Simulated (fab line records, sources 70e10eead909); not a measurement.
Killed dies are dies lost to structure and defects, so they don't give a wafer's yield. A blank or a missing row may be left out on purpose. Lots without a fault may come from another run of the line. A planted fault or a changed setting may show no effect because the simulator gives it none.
Which tool did it? | flow nand_harc | 13 lots, 39 wafers sampled, at 5 steps of a route of 1302

WHAT THE GAUGES READ, wafer by wafer
NHARC_P_STI_INSPECT_25.
lot  | measured     | on                | raw_defect_count
L208 | day 4 07:17  | defect_inspect-02 | 344 374 546
L209 | day 4 18:53  | defect_inspect-02 | 85 110 83
L210 | day 5 04:32  | defect_inspect-02 | 187 232 162
L211 | day 5 15:28  | defect_inspect-02 | 211 168 245
L214 | day 6 23:13  | defect_inspect-02 | 212 388 217
L215 | day 7 10:21  | defect_inspect-01 | 295 330 167
L216 | day 8 02:23  | defect_inspect-01 | 201 227 340
L219 | day 9 00:08  | defect_inspect-01 | 155 184 140
L223 | day 10 16:36 | defect_inspect-01 | 293 215 440
L224 | day 10 22:10 | defect_inspect-02 | 206 314 176
L225 | day 11 09:41 | defect_inspect-02 | 259 213 294
L228 | day 12 15:17 | defect_inspect-02 | 271 204 265
L229 | day 13 01:17 | defect_inspect-01 | 338 257 299

NHARC_END_SORT_01.
lot  | measured     | on        | killed_at_array | killed_at_other | killed_at_periphery | killed_dies | killed_open | killed_short
L219 | day 29 18:42 | prober-01 | 55 50 52        | 2 3 3           | 2 3 3               | 59 56 58    | 3 2 1       | 2 2 1
L223 | day 31 15:16 | prober-02 | 75              | 1               | 0                   | 76          | 0           | 2

WHICH TOOL RAN EACH LOT (tool, then ch and the chambers of the sampled wafers, then the start)
lot  | NHARC_P_ZERO_WELL_PEB_22          | NHARC_P_ZERO_WELL_DESCUM_54        | NHARC_P_STI_CMP_21
L208 | litho_track-07 ch 0, day 2 08:26  | rie_diel-09 ch 0,1,2, day 2 11:48  | cmp-04 ch 0,2, day 3 22:29
L209 | litho_track-07 ch 0, day 2 18:25  | rie_diel-10 ch 0,1,3, day 2 21:56  | cmp-02 ch 0,1,3, day 4 10:25
L210 | litho_track-07 ch 0, day 3 04:25  | rie_diel-03 ch 0,1,2, day 3 07:51  | cmp-04 ch 1,2,3, day 4 20:36
L211 | litho_track-07 ch 0, day 3 14:22  | rie_diel-09 ch 0,1,2, day 3 17:55  | cmp-04 ch 0,1, day 5 07:42
L214 | litho_track-02 ch 0, day 4 20:57  | rie_diel-03 ch 0,1,3, day 5 00:30  | cmp-03 ch 0,2,3, day 6 15:15
L215 | litho_track-05 ch 0, day 5 06:24  | rie_diel-10 ch 0,2, day 5 09:50    | cmp-04 ch 0,2,3, day 7 02:21
L216 | litho_track-02 ch 0, day 5 16:52  | rie_diel-03 ch 0,1,3, day 5 20:25  | cmp-04 ch 0,1,3, day 7 14:53
L219 | litho_track-07 ch 0, day 6 22:23  | rie_diel-03 ch 0,3, day 7 01:46    | cmp-03 ch 1,2,3, day 8 15:41
L223 | litho_track-05 ch 0, day 8 14:22  | rie_diel-09 ch 1,2,3, day 8 17:54  | cmp-03 ch 0,3, day 10 06:07
L224 | litho_track-05 ch 0, day 9 00:33  | rie_diel-03 ch 0,1,2, day 9 03:58  | cmp-04 ch 0,2,3, day 10 13:46
L225 | litho_track-02 ch 0, day 9 10:30  | rie_diel-10 ch 0,1,3, day 9 14:04  | cmp-03 ch 0,3, day 11 01:43
L228 | litho_track-07 ch 0, day 10 16:23 | rie_diel-09 ch 0,1,2, day 10 19:53 | cmp-03 ch 1,2, day 12 07:18
L229 | litho_track-07 ch 0, day 11 02:18 | rie_diel-09 ch 1,2,3, day 11 05:44 | cmp-03 ch 1,3, day 12 16:54
- NHARC_P_ZERO_WELL_PEB_22: peb time 85 s.
- NHARC_P_ZERO_WELL_DESCUM_54: chemistry O2, time 3 s.
- NHARC_P_STI_CMP_21: polishes, t overpolish 20 s, target thk 380.67 nm.

WHAT THE TOOLS THEMSELVES READ (means of the sampled wafers that have a number; where no wafer has one, the mark that the record gives instead)
NHARC_P_ZERO_WELL_PEB_22.
lot  | tool           | exhaust_pa (Pa) | heater_power_total_W (W) | plate_temp_C (C)
L208 | litho_track-07 | 44.2            | 163.98                   | 118.09
L209 | litho_track-07 | 44.8            | 163.99                   | 117.83
L210 | litho_track-07 | 45.3            | 163.90                   | 117.99
L211 | litho_track-07 | 45.6            | 163.63                   | 117.99
L214 | litho_track-02 | 47.2            | 164.15                   | 117.90
L215 | litho_track-05 | 43.9            | 163.83                   | 118.12
L216 | litho_track-02 | 44.4            | 164.19                   | 117.92
L219 | litho_track-07 | 46.3            | 164.07                   | 118.17
L223 | litho_track-05 | 45.4            | 159.98                   | 115.80
L224 | litho_track-05 | 44.3            | 160.38                   | 116.00
L225 | litho_track-02 | 45.3            | 163.87                   | 117.86
L228 | litho_track-07 | 46.6            | 164.05                   | 118.07
L229 | litho_track-07 | 45.2            | 163.93                   | 117.92

NHARC_P_ZERO_WELL_DESCUM_54.
lot  | tool        | drypump_motor_current_A (A) | oes_product_au (a.u.) | rf_vpp_V (V) | showerhead_plenum_p_Torr (Torr) | throttle_valve_pct (%)
L208 | rie_diel-09 | 5.5                         | 0.994                 | 57.6         | 1.95                            | 11.304
L209 | rie_diel-10 | 5.5                         | 1.009                 | 57.8         | 1.95                            | 11.315
L210 | rie_diel-03 | 5.7                         | 1.000                 | 58.1         | 1.91                            | 11.305
L211 | rie_diel-09 | 5.5                         | 0.985                 | 57.7         | 1.94                            | 11.313
L214 | rie_diel-03 | 5.8                         | 0.993                 | 58.1         | 1.90                            | 11.308
L215 | rie_diel-10 | 5.9                         | 1.008                 | 58.9         | 2.03                            | 11.312
L216 | rie_diel-03 | 5.8                         | 1.000                 | 57.6         | 1.90                            | 11.313
L219 | rie_diel-03 | 5.9                         | 1.009                 | 57.2         | 1.89                            | 11.304
L223 | rie_diel-09 | 5.6                         | 1.002                 | 58.1         | 1.96                            | 11.312
L224 | rie_diel-03 | 5.7                         | 0.999                 | 57.4         | 1.89                            | 11.314
L225 | rie_diel-10 | 5.5                         | 0.990                 | 57.8         | 1.93                            | 11.312
L228 | rie_diel-09 | 5.5                         | 1.006                 | 57.8         | 1.93                            | 11.302
L229 | rie_diel-09 | 5.6                         | 1.003                 | 58.2         | 1.95                            | 11.311

NHARC_P_STI_CMP_21.
lot  | tool   | motor_current_A (A) | overpolish_run_s (s)
L208 | cmp-04 | 12.4                | 19.993
L209 | cmp-02 | 11.2                | 20.001
L210 | cmp-04 | 11.9                | 19.996
L211 | cmp-04 | 12.7                | 19.996
L214 | cmp-03 | 11.5                | 19.994
L215 | cmp-04 | 11.5                | 19.996
L216 | cmp-04 | 12.1                | 20.002
L219 | cmp-03 | 11.3                | 20.011
L223 | cmp-03 | 11.4                | 19.998
L224 | cmp-04 | 11.7                | 19.994
L225 | cmp-03 | 11.5                | 19.994
L228 | cmp-03 | 11.2                | 20.004
L229 | cmp-03 | 10.7                | 20.010

THE ANSWER, worked out from the rows above alone
Rule: what is usual is taken from the lots themselves. Put in order of their means at a reading, lots are off if they are a third of the lots or fewer, leave a main group of 4 or more, and stand apart from it by a gap of 3 or more times the standard deviation of the main group's means; of several such gaps the widest counts. A main group whose means are all the same, to the digits that the tables above print for the reading, isn't used. A lot without any number at a reading at which 4 lots or more have one is off too. The other lots that the step has rows for count as sound. The gauges are gone through in route order, then the tools' own readings, and for those a lot's mean is taken as printed above. The first step at which some lot is off is used, and at that step the reading that is off furthest; a lot without a number counts as furthest.
Off: L223, L224, at NHARC_P_ZERO_WELL_PEB_22 (heater_power_total_W). The main group: mean 163.96 W, standard deviation 0.15.
A tool fits if, at that step or a process step before it, it ran every lot that is off, and no sound lot after the first of them. One fits: litho_track-05 at NHARC_P_ZERO_WELL_PEB_22. Its last sound lot is L215 (day 5 06:24), its first lot that is off L223 (day 8 14:22): a fault that began between those two fits.
The tool's own readings at NHARC_P_ZERO_WELL_PEB_22 bear it out: on the lots that are off they differ by more than 5 times the standard deviation of the sound lots' means. heater_power_total_W reads 160.18 W there against 163.96 W on the sound lots; plate_temp_C reads 115.90 C there against 117.99 C on the sound lots.

WHAT THE SIMULATOR HAD PUT IN
Process parameter drift: litho_track-05, from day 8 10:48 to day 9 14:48, at NHARC_P_ZERO_WELL_PEB_22. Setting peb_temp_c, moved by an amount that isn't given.
Lots struck among those shown: L223, L224. The rule above found the same.
